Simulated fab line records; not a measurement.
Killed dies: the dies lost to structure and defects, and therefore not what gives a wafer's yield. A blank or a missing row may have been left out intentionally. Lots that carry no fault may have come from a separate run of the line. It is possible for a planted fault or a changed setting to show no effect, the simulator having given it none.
The same fault as seen by 2 desks / flow n5Finfet / numbers are kept per desk, each desk with only its own; the story behind them comes last

AT THE TOOL OWNER'S DESK: aldHk-01
The tool's own readings at N5_HKMG_FIN_HK_ALD_01 (deposits HfO2, target thk 1.6 nm, pulse time 3 s, purge time 3 s): means of the sampled wafers that have a number, for each lot that ran on this tool. A lot is out of limits, marked OUT, if its mean lies more than 4 standard deviations from the usual mean; the brackets give that distance.
Columns: A = precursorPulseHeightRel at N5_HKMG_FIN_HK_ALD_01, usual 0.999
lot=L260; first seen here=day 4 16:02; A=1.011
lot=L261; first seen here=day 5 04:22; A=0.997
lot=L262; first seen here=day 5 10:19; A=0.999
lot=L271; first seen here=day 7 13:23; A=0.996
lot=L272; first seen here=day 7 21:14; A=0.980
This desk's finding: nothing out of limits on any of the 5 lots.

AT THE METROLOGY DESK
Means of the sampled wafers that have a number, per lot and without regard to the tool the lot ran on: this is what the gauges read. A lot is out of limits, marked OUT, if its mean lies more than 4 standard deviations from the usual mean; the brackets give that distance.
Columns: A = cdNm at N5_SDB_CD_MEAS_11, usual 50.7 nm; B = HK_THK at N5_HKMG_FIN_THK_MEAS_70, usual 1.613 nm
lot=L260; first seen here=day 4 11:16; A=51.1; B=1.599
lot=L261; first seen here=day 4 23:32; A=49.1; B=1.634
lot=L262; first seen here=day 5 05:08; A=51.1; B=1.599
lot=L263; first seen here=day 5 08:29; A=51.6; B=1.626
lot=L264; first seen here=day 5 13:05; A=49.6; B=1.629
lot=L265; first seen here=day 5 17:26; A=51.1; B=1.614
lot=L271; first seen here=day 7 08:48; A=51.1; B=1.668
lot=L272; first seen here=day 7 16:34; A=51.1; B=1.701 (+4.6) OUT
lot=L276; first seen here=day 8 12:38; A=49.6; B=1.611
lot=L277; first seen here=day 8 17:17; A=50.4; B=1.632
lot=L279; first seen here=day 9 07:04; A=52.0; B=1.599
This desk finds L272 out of limits, with the earliest case on L272 at day 8 00:48 (HK_THK at N5_HKMG_FIN_THK_MEAS_70). In limits: L260, L261, L262, L263, L264, L265, L271, L276, L277, L279.

BROUGHT TOGETHER
The metrology desk could have raised an alarm at day 8 00:48, on L272.
The desk of the tool owner found nothing out of limits.
The tool owner's desk has L272 on record, within its limits.
Every lot named ran N5_HKMG_FIN_HK_ALD_01 on aldHk-01.

WHAT THE SIMULATOR PUT IN
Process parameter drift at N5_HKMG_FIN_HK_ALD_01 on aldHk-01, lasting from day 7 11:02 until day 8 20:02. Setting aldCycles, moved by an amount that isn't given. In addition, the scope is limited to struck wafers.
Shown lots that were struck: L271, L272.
Per desk, hours elapsed from the start of the fault to the first reading out of limits: for the metrology desk, 14.
